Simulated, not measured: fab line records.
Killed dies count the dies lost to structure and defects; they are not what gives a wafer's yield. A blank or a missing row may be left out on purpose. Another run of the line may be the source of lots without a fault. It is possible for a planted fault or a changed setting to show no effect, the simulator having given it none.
What tool caused it? ; flow n5Finfet ; Sampling: 21 lots, 63 wafers, 6 of 1938 route steps

WHAT EACH GAUGE READ, for each wafer
The record lacks any reading of a measuring or inspecting step that a usual standard deviation could be used to judge.

WHAT TOOL EACH LOT RAN ON (gives the tool, then ch and the chambers of the sampled wafers, and finally the start)
lot;N5_MOL_CONTACT_COAG_PRE_CLEAN_141;N5_MOL_CONTACT_COAG_PRE_CLEAN_142;N5_MOL_CONTACT_COAG_DESCUM_88;N5_MOL_CONTACT_COAG_ETCH_89;N5_MOL_CONTACT_COAG_ETCH_90;N5_MOL_CONTACT_COAG_ETCH_47
L074;pvdSputter-02, day 4 20:33;pvdSputter-01, day 4 23:29;rieDiel-06 ch 1,2,3, day 5 04:13;rieDiel-06 ch 1,2,3, day 5 04:15;rieDiel-06 ch 1,2,3, day 5 04:16;rieDiel-04 ch 0,3, day 5 04:49
L075;pvdSputter-02, day 5 02:48;pvdSputter-01, day 5 04:34;rieDiel-04 ch 0,1,2, day 5 08:37;rieDiel-04 ch 0,1,2, day 5 08:39;rieDiel-04 ch 0,1,2, day 5 08:40;rieDiel-04 ch 1,3, day 5 09:11
L076;pvdSputter-03, day 5 04:44;pvdSputter-03, day 5 08:39;rieDiel-05 ch 0,2,3, day 5 12:47;rieDiel-05 ch 0,2,3, day 5 12:49;rieDiel-05 ch 0,2,3, day 5 12:50;rieDiel-04 ch 0,1,3, day 5 13:26
L077;pvdSputter-01, day 5 12:37;pvdSputter-03, day 5 16:02;rieDiel-05 ch 0,3, day 5 20:28;rieDiel-05 ch 0,3, day 5 20:29;rieDiel-05 ch 0,3, day 5 20:31;rieDiel-05 ch 0,3, day 5 21:38
L078;pvdSputter-02, day 5 21:10;pvdSputter-02, day 6 00:20;rieDiel-04 ch 1,2,3, day 6 04:25;rieDiel-04 ch 1,2,3, day 6 04:26;rieDiel-04 ch 1,2,3, day 6 04:28;rieDiel-06 ch 1,2, day 6 05:01
L079;pvdSputter-02, day 6 01:01;pvdSputter-03, day 6 04:41;rieDiel-06 ch 1,2,3, day 6 08:46;rieDiel-06 ch 1,2,3, day 6 08:48;rieDiel-06 ch 1,2,3, day 6 08:49;rieDiel-04 ch 0,1,2, day 6 09:22
L080;pvdSputter-02, day 6 09:17;pvdSputter-03, day 6 12:08;rieDiel-04 ch 0,1,3, day 6 16:23;rieDiel-04 ch 0,1,3, day 6 16:25;rieDiel-04 ch 0,1,3, day 6 16:26;rieDiel-05 ch 0,1, day 6 17:22
L081;pvdSputter-03, day 6 12:49;pvdSputter-01, day 6 17:16;rieDiel-04 ch 1,2, day 6 23:01;rieDiel-04 ch 1,2, day 6 23:03;rieDiel-04 ch 1,2, day 6 23:04;rieDiel-05 ch 0,1, day 6 23:37
L082;pvdSputter-02, day 6 22:47;pvdSputter-02, day 7 01:08;rieDiel-06 ch 0,1,2, day 7 05:18;rieDiel-06 ch 0,1,2, day 7 05:20;rieDiel-06 ch 0,1,2, day 7 05:22;rieDiel-06 ch 1,2, day 7 06:01
L083;pvdSputter-02, day 7 00:02;pvdSputter-01, day 7 03:31;rieDiel-05 ch 0,1,2, day 7 08:01;rieDiel-05 ch 0,1,2, day 7 08:03;rieDiel-05 ch 0,1,2, day 7 08:04;rieDiel-06 ch 1,2, day 7 08:35
L084;pvdSputter-03, day 7 04:31;pvdSputter-03, day 7 07:39;rieDiel-06 ch 0,1,2, day 7 12:29;rieDiel-06 ch 0,1,2, day 7 12:31;rieDiel-06 ch 0,1,2, day 7 12:32;rieDiel-04 ch 0,1,3, day 7 13:49
L085;pvdSputter-02, day 7 17:51;pvdSputter-01, day 7 20:49;rieDiel-06 ch 0,2, day 8 00:44;rieDiel-06 ch 0,2, day 8 00:47;rieDiel-06 ch 0,2, day 8 00:48;rieDiel-06 ch 1,2, day 8 01:19
L086;pvdSputter-01, day 7 21:20;pvdSputter-03, day 8 01:19;rieDiel-04 ch 0,2,3, day 8 05:24;rieDiel-04 ch 0,2,3, day 8 05:26;rieDiel-04 ch 0,2,3, day 8 05:28;rieDiel-04 ch 0,1,3, day 8 06:25
L087;pvdSputter-03, day 8 01:09;pvdSputter-03, day 8 03:35;rieDiel-04 ch 0,2, day 8 07:37;rieDiel-04 ch 0,2, day 8 07:39;rieDiel-04 ch 0,2, day 8 07:40;rieDiel-06 ch 1,2,3, day 8 08:19
L088;pvdSputter-02, day 8 09:10;pvdSputter-02, day 8 11:24;rieDiel-05 ch 2, day 8 16:14;rieDiel-05 ch 2, day 8 16:17;rieDiel-05 ch 2, day 8 16:19;rieDiel-04 ch 0,3, day 8 16:52
L090;pvdSputter-02, day 8 19:20;pvdSputter-01, day 8 22:52;rieDiel-06 ch 2,3, day 9 04:01;rieDiel-06 ch 2,3, day 9 04:02;rieDiel-06 ch 2,3, day 9 04:04;rieDiel-06 ch 1,2, day 9 04:35
L092;pvdSputter-02, day 9 07:28;pvdSputter-03, day 9 12:13;rieDiel-05 ch 1,3, day 9 16:31;rieDiel-05 ch 1,3, day 9 16:34;rieDiel-05 ch 1,3, day 9 16:36;rieDiel-04 ch 2,3, day 9 17:16
L093;pvdSputter-01, day 9 14:24;pvdSputter-01, day 9 16:43;rieDiel-06 ch 2,3, day 9 21:02;rieDiel-06 ch 2,3, day 9 21:05;rieDiel-06 ch 2,3, day 9 21:05;rieDiel-06 ch 1,2, day 9 22:01
L094;pvdSputter-02, day 9 21:40;pvdSputter-01, day 9 23:40;rieDiel-04 ch 0,2, day 10 04:01;rieDiel-04 ch 0,2, day 10 04:02;rieDiel-04 ch 0,2, day 10 04:04;rieDiel-06 ch 2,3, day 10 04:39
L095;pvdSputter-02, day 10 04:25;pvdSputter-02, day 10 06:37;rieDiel-04 ch 0,1,3, day 10 10:33;rieDiel-04 ch 0,1,3, day 10 10:35;rieDiel-04 ch 0,1,3, day 10 10:36;rieDiel-04 ch 1,2, day 10 11:08
L097;pvdSputter-01, day 10 18:26;pvdSputter-01, day 10 20:37;rieDiel-05 ch 1,2,3, day 11 01:06;rieDiel-05 ch 1,2,3, day 11 01:08;rieDiel-05 ch 1,2,3, day 11 01:09;rieDiel-06 ch 0,2,3, day 11 01:41
- N5_MOL_CONTACT_COAG_PRE_CLEAN_141: time 60 s.
- N5_MOL_CONTACT_COAG_PRE_CLEAN_142: time 60 s.
- N5_MOL_CONTACT_COAG_DESCUM_88: chemistry O2, time 7 s.
- N5_MOL_CONTACT_COAG_ETCH_89: etches underlayer in N2/H2, target depth 13 nm, time 10.4 s.
- N5_MOL_CONTACT_COAG_ETCH_90: etches SiARC in CF4, target depth 13 nm, time 21.7 s.
- N5_MOL_CONTACT_COAG_ETCH_47: etches SiNx in CH3F/O2, stops on W, target depth 27 nm.

WHAT THE TOOLS THEMSELVES READ (means of the sampled wafers that have a number; where no wafer has one, the mark that the record gives instead)
N5_MOL_CONTACT_COAG_PRE_CLEAN_141.
lot;tool;heaterPowerW (W)
L074;pvdSputter-02;469
L075;pvdSputter-02;473
L076;pvdSputter-03;427
L077;pvdSputter-01;406
L078;pvdSputter-02;466
L079;pvdSputter-02;480
L080;pvdSputter-02;465
L081;pvdSputter-03;446
L082;pvdSputter-02;483
L083;pvdSputter-02;470
L084;pvdSputter-03;471
L085;pvdSputter-02;480
L086;pvdSputter-01;440
L087;pvdSputter-03;447
L088;pvdSputter-02;468
L090;pvdSputter-02;498
L092;pvdSputter-02;467
L093;pvdSputter-01;437
L094;pvdSputter-02;482
L095;pvdSputter-02;458
L097;pvdSputter-01;460

N5_MOL_CONTACT_COAG_PRE_CLEAN_142.
lot;tool;heaterPowerW (W)
L074;pvdSputter-01;416
L075;pvdSputter-01;416
L076;pvdSputter-03;451
L077;pvdSputter-03;497
L078;pvdSputter-02;472
L079;pvdSputter-03;449
L080;pvdSputter-03;450
L081;pvdSputter-01;458
L082;pvdSputter-02;495
L083;pvdSputter-01;444
L084;pvdSputter-03;463
L085;pvdSputter-01;466
L086;pvdSputter-03;488
L087;pvdSputter-03;467
L088;pvdSputter-02;519
L090;pvdSputter-01;431
L092;pvdSputter-03;470
L093;pvdSputter-01;461
L094;pvdSputter-01;449
L095;pvdSputter-02;457
L097;pvdSputter-01;417

N5_MOL_CONTACT_COAG_DESCUM_88.
lot;tool;drypumpMotorCurrentA (A);oesProductAu (a.u.);rfVppV (V);showerheadPlenumPTorr (Torr);throttleValvePct (%)
L074;rieDiel-06;5.9;0.79;243.3;2.04;20.4
L075;rieDiel-04;5.5;0.72;242.8;2.07;20.4
L076;rieDiel-05;5.5;0.71;243.2;2.08;20.5
L077;rieDiel-05;5.7;0.69;242.4;2.02;20.7
L078;rieDiel-04;5.4;0.78;243.3;2.08;20.2
L079;rieDiel-06;6.0;0.77;242.1;2.03;20.5
L080;rieDiel-04;5.4;0.77;241.7;2.02;20.1
L081;rieDiel-04;5.4;0.72;243.3;2.07;20.3
L082;rieDiel-06;6.0;0.70;242.1;2.04;20.7
L083;rieDiel-05;5.6;0.76;242.7;2.08;20.5
L084;rieDiel-06;6.0;0.70;242.1;2.04;20.7
L085;rieDiel-06;6.2;0.70;242.1;2.03;20.6
L086;rieDiel-04;5.5;0.76;241.8;2.08;20.3
L087;rieDiel-04;5.7;0.71;243.1;2.13;20.6
L088;rieDiel-05;5.1;0.71;244.5;2.16;20.3
L090;rieDiel-06;5.8;0.74;241.6;1.99;20.4
L092;rieDiel-05;5.8;0.73;243.7;2.05;20.5
L093;rieDiel-06;5.8;0.73;242.1;1.99;20.4
L094;rieDiel-04;5.7;0.90;244.5;2.23;20.3
L095;rieDiel-04;5.4;0.83;243.5;2.10;20.0
L097;rieDiel-05;5.6;0.84;242.1;2.08;20.3

N5_MOL_CONTACT_COAG_ETCH_89.
lot;tool;drypumpMotorCurrentA (A);etchRfOnTimeS (s);n2FlowSccm (sccm);oesProductAu (a.u.);rfVppV (V);showerheadPlenumPTorr (Torr);throttleValvePct (%)
L074;rieDiel-06;6.0;10.0;200.4;0.68;521.7;2.49;18.0
L075;rieDiel-04;5.5;10.5;200.0;0.62;521.9;2.51;17.8
L076;rieDiel-05;5.5;10.5;199.6;0.60;523.1;2.52;18.0
L077;rieDiel-05;5.7;10.3;199.9;0.59;521.4;2.43;18.0
L078;rieDiel-04;5.4;10.4;200.5;0.68;522.6;2.53;17.6
L079;rieDiel-06;6.0;10.0;200.9;0.67;522.5;2.48;18.0
L080;rieDiel-04;5.4;10.4;199.4;0.67;522.0;2.45;17.6
L081;rieDiel-04;5.4;10.7;199.8;0.62;521.9;2.50;17.7
L082;rieDiel-06;6.1;10.3;200.0;0.61;522.8;2.48;18.1
L083;rieDiel-05;5.7;10.3;199.2;0.65;523.4;2.51;17.8
L084;rieDiel-06;6.0;10.2;200.6;0.61;522.4;2.48;18.2
L085;rieDiel-06;6.2;10.6;199.3;0.60;522.5;2.47;18.1
L086;rieDiel-04;5.6;10.3;200.4;0.67;522.6;2.51;17.8
L087;rieDiel-04;5.7;10.7;199.9;0.60;524.9;2.57;18.0
L088;rieDiel-05;5.1;10.7;199.7;0.60;527.4;2.64;17.8
L090;rieDiel-06;5.8;10.4;199.8;0.65;521.5;2.45;18.1
L092;rieDiel-05;5.8;10.5;200.0;0.62;522.7;2.51;18.2
L093;rieDiel-06;5.8;10.4;200.7;0.64;520.6;2.44;18.1
L094;rieDiel-04;5.7;10.5;200.1;0.76;527.9;2.69;17.8
L095;rieDiel-04;5.4;10.5;200.3;0.73;524.0;2.54;17.5
L097;rieDiel-05;5.6;10.6;199.7;0.71;523.0;2.55;17.8

N5_MOL_CONTACT_COAG_ETCH_90.
lot;tool;drypumpMotorCurrentA (A);etchRfOnTimeS (s);oesProductAu (a.u.);rfVppV (V);showerheadPlenumPTorr (Torr);throttleValvePct (%)
L074;rieDiel-06;6.0;20.8;0.69;182.6;2.07;15.61
L075;rieDiel-04;5.5;21.8;0.62;183.8;2.11;15.52
L076;rieDiel-05;5.5;21.7;0.60;184.0;2.13;15.78
L077;rieDiel-05;5.7;22.0;0.59;183.1;2.07;15.86
L078;rieDiel-04;5.4;21.8;0.68;183.9;2.12;15.38
L079;rieDiel-06;6.0;21.2;0.67;183.4;2.07;15.63
L080;rieDiel-04;5.4;21.5;0.67;183.8;2.06;15.36
L081;rieDiel-04;5.4;21.9;0.62;182.9;2.10;15.47
L082;rieDiel-06;6.0;21.3;0.61;182.5;2.09;15.89
L083;rieDiel-05;5.6;21.7;0.65;184.4;2.12;15.56
L084;rieDiel-06;6.0;21.3;0.61;183.3;2.09;15.89
L085;rieDiel-06;6.2;22.0;0.60;182.8;2.09;15.91
L086;rieDiel-04;5.6;21.5;0.66;183.6;2.11;15.48
L087;rieDiel-04;5.7;21.8;0.61;184.1;2.15;15.68
L088;rieDiel-05;5.1;22.2;0.60;184.2;2.23;15.64
L090;rieDiel-06;5.8;21.5;0.65;183.1;2.03;15.57
L092;rieDiel-05;5.7;21.9;0.62;183.9;2.11;15.72
L093;rieDiel-06;5.8;21.3;0.65;182.5;2.03;15.60
L094;rieDiel-04;5.7;21.8;0.77;185.4;2.26;15.35
L095;rieDiel-04;5.4;21.8;0.72;183.9;2.14;15.24
L097;rieDiel-05;5.6;21.7;0.71;184.0;2.14;15.48

N5_MOL_CONTACT_COAG_ETCH_47.
lot;tool;O2_flow_sccm (sccm);drypumpMotorCurrentA (A);etchRfOnTimeS (s);oesProductAu (a.u.);rfVppV (V);showerheadPlenumPTorr (Torr);throttleValvePct (%)
L074;rieDiel-04;20.01;5.4;30.4;0.78;294;1.96;16.07
L075;rieDiel-04;19.95;5.3;31.8;0.72;294;1.93;15.94
L076;rieDiel-04;20.07;5.4;31.4;0.71;294;1.93;16.08
L077;rieDiel-05;20.01;5.6;31.9;0.60;292;1.96;16.66
L078;rieDiel-06;19.98;5.7;30.6;0.65;305;1.91;16.43
L079;rieDiel-04;20.03;5.5;31.6;0.64;291;1.96;16.24
L080;rieDiel-05;19.95;5.9;30.8;0.74;296;1.95;16.24
L081;rieDiel-05;20.05;6.0;31.2;0.73;297;1.95;16.25
L082;rieDiel-06;19.98;5.7;31.4;0.64;305;1.91;16.45
L083;rieDiel-06;19.93;5.6;31.1;0.64;304;1.91;16.45
L084;rieDiel-04;20.04;5.4;31.4;0.69;292;1.93;16.11
L085;rieDiel-06;19.96;5.6;31.0;0.64;305;1.91;16.47
L086;rieDiel-04;20.04;5.4;31.4;0.68;292;1.93;16.11
L087;rieDiel-06;20.06;6.0;30.8;0.68;296;1.92;16.37
L088;rieDiel-04;20.04;5.4;31.0;0.74;293;1.95;16.12
L090;rieDiel-06;20.00;5.8;30.9;0.62;301;1.93;16.58
L092;rieDiel-04;20.01;5.7;31.4;0.69;291;2.03;16.32
L093;rieDiel-06;19.97;5.8;31.3;0.62;303;1.93;16.60
L094;rieDiel-06;20.03;6.2;31.0;0.71;291;1.91;16.19
L095;rieDiel-04;20.03;5.6;32.8;0.62;292;2.00;16.34
L097;rieDiel-06;19.97;6.2;30.9;0.74;295;1.92;16.25

THE ANSWER, worked out from the rows above alone
Rule: what is usual is taken from the lots themselves. The widest of any qualifying gaps counts: lots, ordered by their means at a reading, are off when they make up no more than a third of the lots, leave a main group of 4 or more, and stand apart from it by 3 or more times the standard deviation of that group's means. Not used: any main group whose means are identical at the precision the tables above print for the reading. Also off: a lot with no number at a reading for which 4 or more lots have one. Any other lot the step has rows for is counted as sound. After the gauges, taken in route order, come the tools' own readings; for these a lot's mean is taken, as printed above. The first step at which some lot is off is used, and at that step the reading that is off furthest; a lot without a number counts as furthest.
Across all readings shown, no lot is off: no conclusion can be drawn from this.

WHAT THE SIMULATOR PUT IN
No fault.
